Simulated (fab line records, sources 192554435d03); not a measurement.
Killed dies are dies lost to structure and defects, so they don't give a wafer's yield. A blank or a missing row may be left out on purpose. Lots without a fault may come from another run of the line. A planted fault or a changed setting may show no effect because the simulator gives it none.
Chamber matching | flow n5_finfet | N5_BEOL_M0_SAQP_PECVD_00 on pecvd-03: 3 sister chambers
The step deposits SiCN from 3MS/NH3, target thk 8 nm, time 14 s. 3 wafers are shown with their chamber, then 10 later ones without.

WAFERS WITH THEIR CHAMBER
wafer  | chamber | throttle_valve_pct (%)
L084.1 | 0       | 8.6
L087.1 | 2       | 8.7
L087.5 | 1       | 10.6

WAFERS WITHOUT THEIR CHAMBER
wafer  | throttle_valve_pct (%)
L087.6 | 8.8
L092.1 | 8.4
L092.3 | 8.8
L092.5 | 8.3
L093.3 | 8.7
L093.5 | 10.1
L093.6 | 8.4
L096.1 | 8.6
L096.2 | 8.6
L096.3 | 10.5

WHICH CHAMBER EACH WENT THROUGH
wafer  | from the rows above     | in truth
L087.6 | can't be placed: 2 or 0 | 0
L092.1 | can't be placed: 0 or 2 | 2
L092.3 | can't be placed: 2 or 0 | 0
L092.5 | can't be placed: 0 or 2 | 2
L093.3 | can't be placed: 2 or 0 | 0
L093.5 | 1                       | 1
L093.6 | can't be placed: 0 or 2 | 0
L096.1 | can't be placed: 0 or 2 | 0
L096.2 | can't be placed: 0 or 2 | 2
L096.3 | 1                       | 1
Placed correctly: 2 of 10. Can't be placed from these rows: 8 (the true chamber is among the candidates in 8). Placed wrongly: 0.
How it was worked out, from the rows above alone: a wafer's distance from a chamber is the root of the sum, over the readings, of the square of ((its reading less the chamber's mean) divided by the reading's scatter). The wafer belongs to the nearest chamber; if the next one is less than 2 further off, it can't be placed. A chamber's mean is the mean of its shown wafers. The scatter: with one shown wafer a chamber, the root of the mean of the squares of how far each hidden wafer lies from its nearest shown one.
